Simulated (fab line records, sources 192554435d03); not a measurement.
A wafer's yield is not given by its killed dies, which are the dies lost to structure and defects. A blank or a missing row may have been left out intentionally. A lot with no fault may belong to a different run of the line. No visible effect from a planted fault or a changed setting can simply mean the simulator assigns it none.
Chamber matching | flow n5_finfet | pecvd-01 running N5_BEOL_M4_ILD_DEP_00: 3 sister chambers
The step deposits SiOC from DEMS/O2, target thk 79 nm, time 15.3 s. 16 wafers are shown with their chamber, then 8 later ones without.

## EACH WAFER AND ITS CHAMBER
wafer  | chamber | throttle_valve_pct (%) | heater_power_w (W) | heater_power_outer_w (W)
L078.3 | 1       | 11.5                   | 482                | 257
L078.4 | 1       | 11.6                   | 479                | 256
L078.6 | 2       | 12.0                   | 468                | 244
L080.2 | 2       | 11.8                   | 470                | 260
L080.5 | 1       | 11.8                   | 555                | 306
L080.6 | 2       | 12.0                   | 466                | 262
L083.3 | 0       | 14.5                   | 686                | 371
L083.5 | 1       | 11.7                   | 580                | 326
L083.6 | 0       | 14.5                   | 718                | 386
L087.1 | 2       | 11.8                   | 434                | 224
L087.3 | 0       | 14.6                   | 670                | 376
L087.6 | 1       | 11.4                   | 564                | 329
L089.2 | 2       | 11.7                   | 412                | 220
L089.5 | 1       | 11.7                   | 556                | 319
L089.6 | 0       | 14.5                   | 725                | 393
L092.1 | 0       | 14.4                   | 746                | 426

SIGNATURES (means of the wafers above)
reading              | chamber 0 | chamber 1 | chamber 2 | scatter within a chamber
throttle_valve_pct   | 14.500    | 11.617    | 11.860    | 0.124
heater_power_w       | 709.00    | 536.00    | 450.00    | 35.2
heater_power_outer_w | 390.40    | 298.83    | 242.00    | 26.5
Rule: a wafer lies at a distance from a chamber equal to the root of the sum of squares, over the readings, of (its reading less the chamber's mean, divided by the reading's scatter). The wafer belongs to the nearest chamber; if the next one is less than 2 further off, it can't be placed. The scatter: take each reading less its chamber's mean, square it, sum over the shown wafers, divide by the number of wafers less the number of chambers, and take the root.

## WAFERS MISSING THEIR CHAMBER
wafer  | throttle_valve_pct (%) | heater_power_w (W) | heater_power_outer_w (W)
L092.4 | 14.6                   | 759                | 446
L092.6 | 11.8                   | 479                | 255
L091.1 | 11.7                   | 461                | 251
L091.2 | 11.6                   | 478                | 267
L091.3 | 12.0                   | 472                | 263
L094.1 | 14.5                   | 770                | 446
L094.5 | 14.4                   | 764                | 435
L094.6 | 11.8                   | 504                | 286

## WHICH CHAMBER EACH WENT THROUGH
wafer  | from the rows above     | in truth
L092.4 | 0                       | 0
L092.6 | can't be placed: 2 or 1 | 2
L091.1 | can't be placed: 2 or 1 | 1
L091.2 | can't be placed: 1 or 2 | 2
L091.3 | 2                       | 2
L094.1 | 0                       | 0
L094.5 | 0                       | 0
L094.6 | can't be placed: 1 or 2 | 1
4 of 8 placed correctly. Not placeable from these rows: 4 (in 4, the candidates include the true chamber). Placed wrongly: 0.
